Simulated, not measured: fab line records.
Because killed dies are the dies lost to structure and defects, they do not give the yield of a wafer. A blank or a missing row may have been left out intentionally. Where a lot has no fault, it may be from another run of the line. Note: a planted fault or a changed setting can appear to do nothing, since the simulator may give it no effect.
Chamber matching / flow nand-harc / NHARC_A_STAIRCASE_ALD_420 on ald-hk-02: 4 sister chambers
The step deposits SiO2, target thk 20 nm, pulse time 6 s, ald cycles 200. 18 wafers are shown with their chamber, then 9 later ones without.

## WAFERS PAIRED WITH THEIR CHAMBERS
wafer=L077.1; chamber=2; heater-power-w (W)=487; heater-power-outer-w (W)=299; precursor-pulse-height-rel=0.996
wafer=L077.2; chamber=3; heater-power-w (W)=439; heater-power-outer-w (W)=245; precursor-pulse-height-rel=1.031
wafer=L077.3; chamber=0; heater-power-w (W)=508; heater-power-outer-w (W)=268; precursor-pulse-height-rel=0.995
wafer=L078.1; chamber=3; heater-power-w (W)=435; heater-power-outer-w (W)=241; precursor-pulse-height-rel=1.011
wafer=L078.2; chamber=2; heater-power-w (W)=486; heater-power-outer-w (W)=291; precursor-pulse-height-rel=0.984
wafer=L078.6; chamber=0; heater-power-w (W)=509; heater-power-outer-w (W)=275; precursor-pulse-height-rel=1.014
wafer=L081.1; chamber=3; heater-power-w (W)=434; heater-power-outer-w (W)=253; precursor-pulse-height-rel=0.973
wafer=L081.2; chamber=1; heater-power-w (W)=424; heater-power-outer-w (W)=264; precursor-pulse-height-rel=0.971
wafer=L081.4; chamber=0; heater-power-w (W)=520; heater-power-outer-w (W)=263; precursor-pulse-height-rel=1.033
wafer=L080.2; chamber=2; heater-power-w (W)=478; heater-power-outer-w (W)=293; precursor-pulse-height-rel=1.015
wafer=L080.3; chamber=1; heater-power-w (W)=422; heater-power-outer-w (W)=263; precursor-pulse-height-rel=1.035
wafer=L080.4; chamber=3; heater-power-w (W)=431; heater-power-outer-w (W)=249; precursor-pulse-height-rel=1.028
wafer=L089.1; chamber=2; heater-power-w (W)=484; heater-power-outer-w (W)=271; precursor-pulse-height-rel=1.004
wafer=L089.2; chamber=0; heater-power-w (W)=486; heater-power-outer-w (W)=265; precursor-pulse-height-rel=1.015
wafer=L089.3; chamber=1; heater-power-w (W)=426; heater-power-outer-w (W)=261; precursor-pulse-height-rel=1.006
wafer=L092.1; chamber=1; heater-power-w (W)=427; heater-power-outer-w (W)=258; precursor-pulse-height-rel=1.014
wafer=L092.3; chamber=2; heater-power-w (W)=479; heater-power-outer-w (W)=276; precursor-pulse-height-rel=0.986
wafer=L092.4; chamber=3; heater-power-w (W)=440; heater-power-outer-w (W)=249; precursor-pulse-height-rel=0.991

SIGNATURES (means of the wafers above)
reading=heater-power-w; chamber 0=505.75; chamber 1=424.75; chamber 2=482.80; chamber 3=435.80; scatter within a chamber=7.3
reading=heater-power-outer-w; chamber 0=267.75; chamber 1=261.50; chamber 2=286.00; chamber 3=247.40; scatter within a chamber=7.34
reading=precursor-pulse-height-rel; chamber 0=1.01425; chamber 1=1.00650; chamber 2=0.99700; chamber 3=1.00680; scatter within a chamber=0.0206
Rule: distance of a wafer from a chamber = root of the sum over the readings of ((wafer's reading minus chamber's mean) / reading's scatter) squared. The wafer belongs to the nearest chamber; if the next one is less than 2 further off, it can't be placed. How the scatter is found: for the shown wafers, subtract from each reading the mean of its chamber, square and add these, divide the total by (wafers less chambers), then take the root.

## WAFERS MISSING THEIR CHAMBER
wafer=L095.1; heater-power-w (W)=467; heater-power-outer-w (W)=280; precursor-pulse-height-rel=1.020
wafer=L095.3; heater-power-w (W)=423; heater-power-outer-w (W)=274; precursor-pulse-height-rel=1.007
wafer=L095.5; heater-power-w (W)=425; heater-power-outer-w (W)=266; precursor-pulse-height-rel=0.973
wafer=L094.1; heater-power-w (W)=494; heater-power-outer-w (W)=257; precursor-pulse-height-rel=0.992
wafer=L094.3; heater-power-w (W)=433; heater-power-outer-w (W)=245; precursor-pulse-height-rel=0.992
wafer=L094.4; heater-power-w (W)=423; heater-power-outer-w (W)=264; precursor-pulse-height-rel=1.017
wafer=L096.1; heater-power-w (W)=476; heater-power-outer-w (W)=278; precursor-pulse-height-rel=0.983
wafer=L096.3; heater-power-w (W)=438; heater-power-outer-w (W)=267; precursor-pulse-height-rel=0.993
wafer=L096.4; heater-power-w (W)=430; heater-power-outer-w (W)=249; precursor-pulse-height-rel=0.985

## THE CHAMBER EACH PASSED THROUGH
wafer=L095.1; from the rows above=2; in truth=2
wafer=L095.3; from the rows above=1; in truth=1
wafer=L095.5; from the rows above=can't be placed: 1 or 3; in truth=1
wafer=L094.1; from the rows above=can't be placed: 0 or 2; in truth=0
wafer=L094.3; from the rows above=can't be placed: 3 or 1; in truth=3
wafer=L094.4; from the rows above=1; in truth=1
wafer=L096.1; from the rows above=2; in truth=2
wafer=L096.3; from the rows above=can't be placed: 1 or 3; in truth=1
wafer=L096.4; from the rows above=can't be placed: 3 or 1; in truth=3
Correct placement for 4 of the 9. Can't be placed from these rows: 5 (the true chamber is among the candidates in 5). Number placed wrongly: 0.
